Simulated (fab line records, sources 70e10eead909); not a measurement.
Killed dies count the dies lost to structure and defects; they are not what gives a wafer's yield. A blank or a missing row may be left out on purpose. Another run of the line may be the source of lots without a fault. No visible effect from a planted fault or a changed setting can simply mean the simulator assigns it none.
Which tool is to blame? ; flow nand_harc ; Sampling: 12 lots, 36 wafers, 6 of 1302 route steps

== WHAT THE GAUGES SHOWED, per wafer ==
NHARC_A_ONON_D1_THK_MEAS_02: measures by ellipsometry.
lot;measured;on;thk_nm (nm)
L700;day 7 11:10;film_metro-02;988 989 988
L701;day 8 04:12;film_metro-02;1005 1003 1006
L703;day 8 23:11;film_metro-01;1006 1006 1006
L705;day 9 23:08;film_metro-01;1004 1003 1006
L706;day 10 07:48;film_metro-02;653 655 652
L707;day 11 02:19;film_metro-01;655 652 655
L716;day 14 10:57;film_metro-01;1004 1002 1003
L718;day 15 09:56;film_metro-02;1010 1008 1008
L719;day 15 09:56;film_metro-01;1009 1007 1006
L721;day 16 08:02;film_metro-01;1009 1010 1008
L722;day 16 22:53;film_metro-01;1016 1016 1016
L723;day 17 07:26;film_metro-02;993 995 994

NHARC_END_SORT_01.
lot;measured;on;killed_at_array;killed_at_other;killed_at_periphery;killed_dies;killed_open;killed_short
L706;day 27 17:07;prober-01;672 671 673;1 1 1;4 5 3;677 677 677;4 7 4;1 1 1
L707;day 27 10:55;prober-02;671 672 674;6 3 1;0 2 2;677 677 677;5 3 7;2 3 2
L719;day 32 01:16;prober-02;61 62 46;0 0 1;6 6 3;67 68 50;6 6 2;2 1 2

== WHAT TOOL EACH LOT RAN ON (gives the tool, then ch and the chambers of the sampled wafers, and finally the start) ==
lot;NHARC_P_BONDPAD_PVD_27;NHARC_A_ZERO_WELL_ETCH_19;NHARC_A_ZERO_WELL_RTA_16;NHARC_A_ONON_D1_DEP_00
L700;pvd_sputter-03, day 6 14:07 or earlier;rie_diel-03 ch 0,1,3, day 6 14:07;rtp_anneal-01 ch 0, day 6 15:08;pecvd_onon-01 ch 0, day 7 10:39
L701;pvd_sputter-01, day 7 05:40 or earlier;rie_diel-05 ch 0,1,3, day 7 05:40;rtp_anneal-01 ch 0, day 7 06:41;pecvd_onon-02 ch 0, day 8 03:45
L703;pvd_sputter-02, day 8 00:47 or earlier;rie_diel-05 ch 0,3, day 8 00:47;rtp_anneal-02 ch 0, day 8 01:50;pecvd_onon-04 ch 0, day 8 22:44
L705;pvd_sputter-03, day 8 19:32 or earlier;rie_diel-03 ch 2,3, day 8 19:32;rtp_anneal-01 ch 0, day 8 20:35;pecvd_onon-02 ch 0, day 9 22:41
L706;pvd_sputter-03, day 9 10:03 or earlier;rie_diel-03 ch 0,2,3, day 9 10:03;rtp_anneal-02 ch 0, day 9 11:04;pecvd_onon-02 ch 0, day 10 07:17
L707;pvd_sputter-01, day 10 00:13 or earlier;rie_diel-03 ch 0,2, day 10 00:13;rtp_anneal-02 ch 0, day 10 01:35;pecvd_onon-02 ch 0, day 11 01:55
L716;pvd_sputter-01, day 13 12:10 or earlier;rie_diel-05 ch 0,2, day 13 12:10;rtp_anneal-02 ch 0, day 13 13:10;pecvd_onon-02 ch 0, day 14 10:27
L718;pvd_sputter-01, day 14 12:05 or earlier;rie_diel-03 ch 0,1,2, day 14 12:05;rtp_anneal-02 ch 0, day 14 13:12;pecvd_onon-02 ch 0, day 15 09:26
L719;pvd_sputter-02, day 14 12:17 or earlier;rie_diel-06 ch 0,2,3, day 14 12:17;rtp_anneal-01 ch 0, day 14 13:20;pecvd_onon-01 ch 0, day 15 09:26
L721;pvd_sputter-02, day 15 10:55 or earlier;rie_diel-03 ch 0,1,3, day 15 10:55;rtp_anneal-01 ch 0, day 15 11:58;pecvd_onon-04 ch 0, day 16 07:35
L722;pvd_sputter-01, day 16 01:14 or earlier;rie_diel-03 ch 0,2, day 16 01:14;rtp_anneal-01 ch 0, day 16 02:15;pecvd_onon-02 ch 0, day 16 22:23
L723;pvd_sputter-01, day 16 09:03 or earlier;rie_diel-03 ch 0,1, day 16 09:03;rtp_anneal-02 ch 0, day 16 10:07;pecvd_onon-02 ch 0, day 17 06:59
- NHARC_P_BONDPAD_PVD_27: deposits Cu, target thk 30 nm, time 20.49 s.
- NHARC_A_ZERO_WELL_ETCH_19: etches the open film in N2/H2, target depth 80 nm, overetch 24 nm, time 87.88 s.
- NHARC_A_ZERO_WELL_RTA_16: time 10 s.
- NHARC_A_ONON_D1_DEP_00: target thk 1000 nm.

== WHAT THE TOOLS THEMSELVES READ (means of the sampled wafers that have a number; where no wafer has one, the mark that the record gives instead) ==
NHARC_P_BONDPAD_PVD_27.
lot;tool;substrate_temp_c (C);throttle_valve_pct (%)
L700;pvd_sputter-03;30.10;28.9
L701;pvd_sputter-01;30.10;30.7
L703;pvd_sputter-02;29.92;30.0
L705;pvd_sputter-03;30.02;29.4
L706;pvd_sputter-03;30.14;29.6
L707;pvd_sputter-01;29.98;30.2
L716;pvd_sputter-01;29.86;30.3
L718;pvd_sputter-01;30.04;30.4
L719;pvd_sputter-02;29.98;30.6
L721;pvd_sputter-02;30.04;30.4
L722;pvd_sputter-01;30.01;29.2
L723;pvd_sputter-01;30.11;29.3

NHARC_A_ZERO_WELL_ETCH_19.
lot;tool;drypump_motor_current_A (A);oes_product_au (a.u.);rf_vpp_V (V);showerhead_plenum_p_Torr (Torr);throttle_valve_pct (%)
L700;rie_diel-03;5.7;1.002;428;1.94;14.172
L701;rie_diel-05;6.0;1.006;434;2.16;14.161
L703;rie_diel-05;5.7;1.013;433;2.12;14.165
L705;rie_diel-03;5.5;1.001;428;1.94;14.174
L706;rie_diel-03;5.6;0.999;428;1.94;14.181
L707;rie_diel-03;5.8;0.997;429;1.94;14.167
L716;rie_diel-05;5.5;1.012;431;2.08;14.165
L718;rie_diel-03;5.5;1.006;427;1.92;14.163
L719;rie_diel-06;5.5;1.004;431;2.05;14.171
L721;rie_diel-03;5.7;1.000;428;1.94;14.168
L722;rie_diel-03;5.8;1.000;427;1.94;14.177
L723;rie_diel-03;5.9;1.005;427;1.94;14.167

NHARC_A_ZERO_WELL_RTA_16.
lot;tool;lamp_power_pct (%);wafer_temp_C_max
L700;rtp_anneal-01;28.3;1006.1
L701;rtp_anneal-01;28.4;1006.7
L703;rtp_anneal-02;25.7;1004.5
L705;rtp_anneal-01;28.4;1005.2
L706;rtp_anneal-02;25.7;1003.9
L707;rtp_anneal-02;25.7;1003.4
L716;rtp_anneal-02;25.7;1002.9
L718;rtp_anneal-02;25.7;1004.4
L719;rtp_anneal-01;28.3;1005.1
L721;rtp_anneal-01;28.3;1006.2
L722;rtp_anneal-01;28.4;1006.4
L723;rtp_anneal-02;25.7;1003.5

== THE ANSWER, worked out from the rows above alone ==
Rule: the usual values come from the lots themselves. Put in order of their means at a reading, lots are off if they are a third of the lots or fewer, leave a main group of 4 or more, and stand apart from it by a gap of 3 or more times the standard deviation of the main group's means; of several such gaps the widest counts. Not used: any main group whose means are identical at the precision the tables above print for the reading. A lot without any number at a reading at which 4 lots or more have one is off too. The other lots that the step has rows for count as sound. First the gauges in route order, then the tools' own readings, where a lot's mean is used as printed above. At the first step where some lot is off, the reading lying furthest off is the one used; lots without a number count as furthest.
Off, at NHARC_A_ONON_D1_THK_MEAS_02 on thk_nm: L706, L707. The main group has a mean of 1004 nm with a standard deviation of 7.4.
If a tool, at a process step before that reading, ran all the lots that are off and no sound lot after the first of them, it fits. Gauges at NHARC_A_ONON_D1_THK_MEAS_02: tried the same way as those tools. NHARC_P_BONDPAD_PVD_27: start missing for some lots; hours and lot order therefore follow NHARC_A_ZERO_WELL_ETCH_19. None of those tried fits.

== WHAT THE SIMULATOR HAD PUT IN ==
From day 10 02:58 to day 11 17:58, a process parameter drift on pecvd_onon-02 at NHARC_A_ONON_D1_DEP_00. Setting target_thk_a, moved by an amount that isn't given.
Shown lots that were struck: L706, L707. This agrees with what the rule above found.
